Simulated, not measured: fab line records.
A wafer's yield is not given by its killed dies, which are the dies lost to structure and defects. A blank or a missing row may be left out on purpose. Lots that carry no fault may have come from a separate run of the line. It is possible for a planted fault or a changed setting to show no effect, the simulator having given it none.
Check for tools in common ; flow nand-harc ; Sampled: 3 lots, 9 wafers

== WHY IT WAS OPENED ==
At NHARC_END_SORT_01 the reading killed-at-array is flagged on 3 of 3 lots. Fault-free wafers read 25, with a standard deviation of 10.
Rule: flag the lot when none of its wafers has a number, or when each of its wafers that has one lies beyond 4 standard deviations from that mean. The other lots count as sound.

lot;measured;on;killed-at-array, wafer by wafer;flag
L142;day 22 03:14;prober-02;673 674 674;FLAGGED
L146;day 23 04:22;prober-01;667 667 666;FLAGGED
L144;day 23 05:12;prober-02;674 677 677;FLAGGED
On average the flagged lots' numbers are 672, which is +647 against the usual, or +65 standard deviations.

== TOOL THAT RAN EACH LOT ==
The record holds 4 process steps before the reading, out of a route of 1159 steps. Cell contents, in order: the tool; ch with the chambers the sampled wafers went through; the start.
lot;flag;NHARC_A_STAIRCASE_TRIM_26;NHARC_A_STAIRCASE_TRIM_191;NHARC_A_STAIRCASE_ETCH_192;NHARC_A_STAIRCASE_TRIM_193
L142;FLAGGED;rie-diel-05 ch 1,2, day 14 02:17 or earlier;rie-diel-05 ch 0,1,3, day 14 02:17 or earlier;rie-diel-05 ch 0,1,3, day 14 02:17;rie-diel-05 ch 1,2, day 22 03:14 or earlier
L146;FLAGGED;rie-diel-05 ch 1,2,3, day 15 00:16 or earlier;rie-diel-05 ch 0,2,3, day 15 00:16 or earlier;rie-diel-05 ch 0,1,3, day 15 00:16;rie-diel-05 ch 0,1,2, day 23 04:22 or earlier
L144;FLAGGED;rie-diel-11 ch 0,1,3, day 14 23:43 or earlier;rie-diel-11 ch 2,3, day 14 23:43 or earlier;rie-diel-11 ch 1,2, day 14 23:43;rie-diel-11 ch 2,3, day 23 05:12 or earlier
What the steps here do:
- NHARC_A_STAIRCASE_TRIM_26: chemistry O2, time 211.2 s.
- NHARC_A_STAIRCASE_TRIM_191: chemistry O2, time 211.2 s.
- NHARC_A_STAIRCASE_ETCH_192: etches the open film in C4F8/O2, target depth 100 nm, time 40.5 s.
- NHARC_A_STAIRCASE_TRIM_193: chemistry O2, time 211.2 s.
- NHARC_END_SORT_01

== FLAGGED AGAINST TOTAL, ONE TOOL AT A TIME (gauges that did the reading follow at the end) ==
step;tool;lots run;flagged;share of the flagged lots;sound lots run after its first flagged lot
NHARC_A_STAIRCASE_TRIM_26;rie-diel-05;2;2;some;0
NHARC_A_STAIRCASE_TRIM_26;rie-diel-11;1;1;some;0
NHARC_A_STAIRCASE_TRIM_191;rie-diel-05;2;2;some;0
NHARC_A_STAIRCASE_TRIM_191;rie-diel-11;1;1;some;0
NHARC_A_STAIRCASE_ETCH_192;rie-diel-05;2;2;some;0
NHARC_A_STAIRCASE_ETCH_192;rie-diel-11;1;1;some;0
NHARC_A_STAIRCASE_TRIM_193;rie-diel-05;2;2;some;0
NHARC_A_STAIRCASE_TRIM_193;rie-diel-11;1;1;some;0
NHARC_END_SORT_01;prober-01;1;1;some;0
NHARC_END_SORT_01;prober-02;2;2;some;0
NHARC_A_STAIRCASE_TRIM_26: start missing for some lots; hours and lot order therefore follow NHARC_A_STAIRCASE_ETCH_192. NHARC_A_STAIRCASE_TRIM_191: start missing for some lots; hours and lot order therefore follow NHARC_A_STAIRCASE_ETCH_192. NHARC_A_STAIRCASE_TRIM_193: start missing for some lots; hours and lot order therefore follow NHARC_END_SORT_01.

== WHAT IS ALLOWED BY THE TABLE ==
No row of the table ran every flagged lot.

== WHAT WAS PUT IN BY THE SIMULATOR ==
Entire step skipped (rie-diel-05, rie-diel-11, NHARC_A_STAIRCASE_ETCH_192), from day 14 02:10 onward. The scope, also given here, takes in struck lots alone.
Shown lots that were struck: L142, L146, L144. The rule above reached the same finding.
